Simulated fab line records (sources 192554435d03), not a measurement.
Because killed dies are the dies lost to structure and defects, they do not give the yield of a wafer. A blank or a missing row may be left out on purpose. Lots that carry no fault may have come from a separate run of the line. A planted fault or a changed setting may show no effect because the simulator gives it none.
3 desks, one fault / flow n5Finfet / every desk sees just its own numbers, and what lay behind them comes last

== THE DEFECT DESK ==
What the inspections along the route counted, lot by lot: means of the sampled wafers that have a number. The brackets show how far a lot's mean lies from the usual mean; more than 4 standard deviations puts the lot out of limits, marked OUT.
Columns: A = rawDefectCount at N5_BEOL_M5_INSPECT_58, usual 72
lot=L164; first seen here=day 9 17:29; A=65
lot=L165; first seen here=day 10 17:38; A=73
lot=L166; first seen here=day 10 23:24; A=81
lot=L173; first seen here=day 12 02:10; A=48
lot=L176; first seen here=day 14 01:51; A=80
lot=L181; first seen here=day 14 03:01; A=75
lot=L180; first seen here=day 14 23:22; A=74
lot=L182; first seen here=day 15 02:16; A=84
lot=L184; first seen here=day 15 09:10; A=86
lot=L186; first seen here=day 15 15:57; A=107
lot=L185; first seen here=day 16 00:01; A=53
This desk's verdict: no lot among the 11 shows anything out of limits.

== METROLOGY DESK ==
Lot by lot, what the gauges showed, no matter which tool ran the lot: averages of those sampled wafers that carry a number. The brackets show how far a lot's mean lies from the usual mean; more than 4 standard deviations puts the lot out of limits, marked OUT.
Columns: A = M6_ILD_THK at N5_BEOL_M6_THK_MEAS_01, usual 155.9 nm
lot=L164; first seen here=day 9 18:06; A=154.4
lot=L165; first seen here=day 10 18:15; A=156.3
lot=L166; first seen here=day 11 00:01; A=159.6
lot=L173; first seen here=day 12 02:46; A=155.2
lot=L176; first seen here=day 14 02:57; A=159.1
lot=L181; first seen here=day 14 03:37; A=158.4
lot=L180; first seen here=day 14 23:58; A=156.2
lot=L182; first seen here=day 15 02:55; A=156.2
lot=L184; first seen here=day 15 10:23; A=156.7
lot=L186; first seen here=day 15 16:45; A=156.1
lot=L185; first seen here=day 16 00:37; A=155.9
This desk's verdict: no lot among the 11 shows anything out of limits.

== TOOL OWNER'S DESK, pecvd-03 ==
The tool's own readings at N5_BEOL_M6_ILD_DEP_00 (deposits SiCOH lowk from DEMS/porogen, target thk 179.75 nm, time 33.4 s): means of the sampled wafers that have a number, for each lot that ran on this tool. The brackets show how far a lot's mean lies from the usual mean; more than 4 standard deviations puts the lot out of limits, marked OUT.
Columns: A = heaterPowerW at N5_BEOL_M6_ILD_DEP_00, usual 342 W; B = showerheadPlenumPTorr at N5_BEOL_M6_ILD_DEP_00, usual 5.741 Torr; C = susceptorTempC at N5_BEOL_M6_ILD_DEP_00, usual 300.01 C; D = throttleValvePct at N5_BEOL_M6_ILD_DEP_00, usual 14.5 %
lot=L164; first seen here=day 9 17:31; A=446; B=5.732; C=299.93; D=13.5
lot=L165; first seen here=day 10 17:40; A=355; B=5.758; C=299.83; D=14.2
lot=L166; first seen here=day 10 23:26; A=382; B=5.747; C=299.98; D=14.3
This desk's verdict: no lot among the 3 shows anything out of limits.

== ALL TOGETHER ==
The defect desk saw nothing out of limits.
From the metrology desk's view, nothing was out of limits.
Nothing out of limits was seen by the tool owner's desk.

== WHAT WAS PUT IN BY THE SIMULATOR ==
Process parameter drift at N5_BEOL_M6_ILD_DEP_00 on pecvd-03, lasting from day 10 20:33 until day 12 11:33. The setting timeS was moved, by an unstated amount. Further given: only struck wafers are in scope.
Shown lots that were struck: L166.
